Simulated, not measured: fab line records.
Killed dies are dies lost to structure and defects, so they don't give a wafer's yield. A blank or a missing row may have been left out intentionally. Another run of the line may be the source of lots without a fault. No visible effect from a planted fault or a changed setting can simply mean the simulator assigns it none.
Chamber matching | flow n5-finfet | N5_BEOL_M6_ETCH_65 on rie-diel-04 has 4 sister chambers
The step etches SiARC in CF4, target depth 15.6 nm, time 26 s. 16 wafers are shown with their chamber, then 8 later ones without.

## WAFERS, EACH WITH ITS CHAMBER
wafer  | chamber | showerhead-plenum-p-Torr (Torr) | throttle-valve-pct (%) | etch-rf-on-time-s (s)
L074.2 | 2       | 2.27                            | 15.32                  | 26.0
L074.3 | 1       | 2.13                            | 15.75                  | 25.4
L074.5 | 0       | 2.20                            | 15.61                  | 26.0
L083.1 | 3       | 2.16                            | 15.52                  | 26.6
L083.2 | 1       | 2.12                            | 15.80                  | 25.0
L083.5 | 1       | 2.12                            | 15.77                  | 25.2
L080.1 | 3       | 2.16                            | 15.53                  | 26.7
L080.3 | 2       | 2.26                            | 15.37                  | 25.8
L080.4 | 0       | 2.19                            | 15.65                  | 25.7
L079.1 | 0       | 2.19                            | 15.66                  | 25.9
L079.2 | 2       | 2.26                            | 15.39                  | 25.8
L079.3 | 3       | 2.16                            | 15.53                  | 26.7
L086.1 | 1       | 2.11                            | 15.82                  | 25.4
L086.2 | 3       | 2.16                            | 15.55                  | 26.7
L086.4 | 0       | 2.19                            | 15.65                  | 26.3
L090.1 | 0       | 2.19                            | 15.18                  | 24.0

SIGNATURES, as means of the wafers listed above
reading                  | chamber 0 | chamber 1 | chamber 2 | chamber 3 | scatter within a chamber
showerhead-plenum-p-Torr | 2.1920    | 2.1200    | 2.2633    | 2.1600    | 0.00537
throttle-valve-pct       | 15.5500   | 15.7850   | 15.3600   | 15.5325   | 0.122
etch-rf-on-time-s        | 25.580    | 25.250    | 25.867    | 26.675    | 0.536
Rule: a wafer lies at a distance from a chamber equal to the root of the sum of squares, over the readings, of (its reading less the chamber's mean, divided by the reading's scatter). The wafer belongs to the nearest chamber; if the next one is less than 2 further off, it can't be placed. The scatter: take each reading less its chamber's mean, square it, sum over the shown wafers, divide by the number of wafers less the number of chambers, and take the root.

## WAFERS WHOSE CHAMBER IS MISSING
wafer  | showerhead-plenum-p-Torr (Torr) | throttle-valve-pct (%) | etch-rf-on-time-s (s)
L090.2 | 2.15                            | 15.56                  | 26.4
L090.4 | 2.26                            | 15.44                  | 26.1
L096.3 | 2.18                            | 15.20                  | 24.4
L096.5 | 2.15                            | 15.59                  | 26.9
L096.6 | 2.18                            | 15.18                  | 24.2
L097.1 | 2.18                            | 15.20                  | 24.5
L097.3 | 2.25                            | 15.46                  | 26.3
L097.5 | 2.11                            | 15.87                  | 25.2

## WHICH CHAMBER EACH WENT THROUGH
wafer  | from the rows above     | in truth
L090.2 | 3                       | 3
L090.4 | 2                       | 2
L096.3 | 0                       | 0
L096.5 | 3                       | 3
L096.6 | 0                       | 0
L097.1 | can't be placed: 0 or 3 | 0
L097.3 | 2                       | 2
L097.5 | 1                       | 1
Placed correctly: 7 of 8. Cannot be placed on the basis of these rows: 1; the candidates contain the true chamber in 1. 0 placed wrongly.
